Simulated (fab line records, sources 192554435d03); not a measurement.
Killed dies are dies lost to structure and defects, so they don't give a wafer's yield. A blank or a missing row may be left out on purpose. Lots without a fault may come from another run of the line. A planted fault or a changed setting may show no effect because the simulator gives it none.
Chamber matching | flow n5_finfet | N5_BEOL_M9_STRIP_67 on rie_diel-04: 3 sister chambers
The step strips in CF4. 18 wafers are shown with their chamber, then 7 later ones without.

WAFERS WITH THEIR CHAMBER
wafer  | chamber | showerhead_plenum_p_Torr (Torr) | drypump_motor_current_A (A) | throttle_valve_pct (%)
L074.2 | 0       | 1.78                            | 5.1                         | 13.52
L074.3 | 3       | 1.91                            | 5.7                         | 13.28
L074.5 | 1       | 1.91                            | 5.8                         | 13.60
L076.1 | 0       | 1.78                            | 5.1                         | 13.51
L076.2 | 1       | 1.90                            | 5.8                         | 13.58
L076.5 | 3       | 1.91                            | 5.7                         | 13.28
L077.1 | 3       | 1.90                            | 5.7                         | 13.29
L077.2 | 1       | 1.90                            | 5.8                         | 13.59
L077.3 | 0       | 1.78                            | 5.1                         | 13.52
L080.2 | 3       | 1.90                            | 5.7                         | 13.30
L080.3 | 1       | 1.90                            | 5.9                         | 13.62
L080.6 | 3       | 1.90                            | 5.7                         | 13.31
L081.1 | 0       | 1.78                            | 5.1                         | 13.57
L081.3 | 1       | 1.90                            | 5.9                         | 13.61
L081.6 | 1       | 1.90                            | 5.8                         | 13.63
L082.2 | 1       | 1.90                            | 5.9                         | 13.62
L082.3 | 3       | 1.90                            | 5.7                         | 13.31
L082.5 | 0       | 1.78                            | 5.1                         | 13.57

SIGNATURES (means of the wafers above)
reading                  | chamber 0 | chamber 1 | chamber 3 | scatter within a chamber
showerhead_plenum_p_Torr | 1.7800    | 1.9014    | 1.9033    | 0.00382
drypump_motor_current_A  | 5.100     | 5.843     | 5.700     | 0.0338
throttle_valve_pct       | 13.5380   | 13.6071   | 13.2950   | 0.0206
Rule: a wafer's distance from a chamber is the root of the sum, over the readings, of the square of ((its reading less the chamber's mean) divided by the reading's scatter). The wafer belongs to the nearest chamber; if the next one is less than 2 further off, it can't be placed. The scatter: the root of (the sum of the squares of (reading less its chamber's mean) over the shown wafers, divided by (wafers less chambers)).

WAFERS WITHOUT THEIR CHAMBER
wafer  | showerhead_plenum_p_Torr (Torr) | drypump_motor_current_A (A) | throttle_valve_pct (%)
L091.3 | 1.90                            | 5.8                         | 13.65
L091.6 | 1.78                            | 5.1                         | 13.57
L089.1 | 1.90                            | 5.9                         | 13.66
L089.2 | 1.78                            | 5.1                         | 13.61
L089.6 | 1.90                            | 5.7                         | 13.36
L095.1 | 1.77                            | 5.1                         | 13.61
L095.3 | 1.89                            | 5.9                         | 13.68

WHICH CHAMBER EACH WENT THROUGH
wafer  | from the rows above | in truth
L091.3 | 1                   | 1
L091.6 | 0                   | 0
L089.1 | 1                   | 1
L089.2 | 0                   | 0
L089.6 | 3                   | 3
L095.1 | 0                   | 0
L095.3 | 1                   | 1
Placed correctly: 7 of 7. Can't be placed from these rows: 0. Placed wrongly: 0.
